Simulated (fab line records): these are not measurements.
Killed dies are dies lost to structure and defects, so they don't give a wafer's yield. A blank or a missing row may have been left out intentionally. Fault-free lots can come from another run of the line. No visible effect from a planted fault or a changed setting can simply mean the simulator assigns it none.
Matching of chambers | flow n5_finfet | 4 sister chambers for N5_BEOL_M5_VIA_ETCH_34 on rie_diel-04
The step etches SiCOH lowk in C4F6/O2, target depth 88.3 nm, time 39.2 s. 8 wafers are shown with their chamber, then 12 later ones without.

## WAFERS PAIRED WITH THEIR CHAMBERS
wafer  | chamber | showerhead_plenum_p_Torr (Torr) | drypump_motor_current_A (A)
L080.6 | 2       | 2.84                            | 5.4
L083.6 | 1       | 2.94                            | 6.0
L086.4 | 1       | 2.94                            | 6.0
L087.3 | 3       | 2.95                            | 5.9
L087.5 | 0       | 2.71                            | 6.3
L090.1 | 0       | 2.71                            | 6.4
L090.5 | 2       | 2.83                            | 5.4
L090.6 | 3       | 2.95                            | 5.9

## WAFERS MISSING THEIR CHAMBER
wafer  | showerhead_plenum_p_Torr (Torr) | drypump_motor_current_A (A)
L091.1 | 2.95                            | 5.9
L091.3 | 2.83                            | 5.4
L091.6 | 2.83                            | 5.4
L093.3 | 2.83                            | 5.4
L093.5 | 2.70                            | 6.4
L093.6 | 2.93                            | 6.0
L096.4 | 2.93                            | 6.1
L096.5 | 2.83                            | 5.4
L096.6 | 2.95                            | 6.0
L097.1 | 2.94                            | 5.9
L097.2 | 2.93                            | 6.0
L097.6 | 2.82                            | 5.4

## EACH ONE'S CHAMBER
wafer  | from the rows above     | in truth
L091.1 | 3                       | 3
L091.3 | 2                       | 2
L091.6 | 2                       | 2
L093.3 | 2                       | 2
L093.5 | 0                       | 0
L093.6 | 1                       | 1
L096.4 | 1                       | 1
L096.5 | 2                       | 2
L096.6 | can't be placed: 3 or 1 | 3
L097.1 | can't be placed: 1 or 3 | 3
L097.2 | 1                       | 1
L097.6 | 2                       | 2
Correct placement for 10 of the 12. These rows do not allow placing 2 (true chamber among the candidates in 2). Wrongly placed: 0.
How it was worked out, from the rows above alone: a wafer's distance from a chamber is the root of the sum, over the readings, of the square of ((its reading less the chamber's mean) divided by the reading's scatter). The wafer belongs to the nearest chamber; if the next one is less than 2 further off, it can't be placed. The mean given for a chamber averages the wafers shown for that chamber. The scatter is the square root of a quotient: the sum, over the shown wafers, of each reading's squared deviation from its chamber's mean, divided by wafers minus chambers.
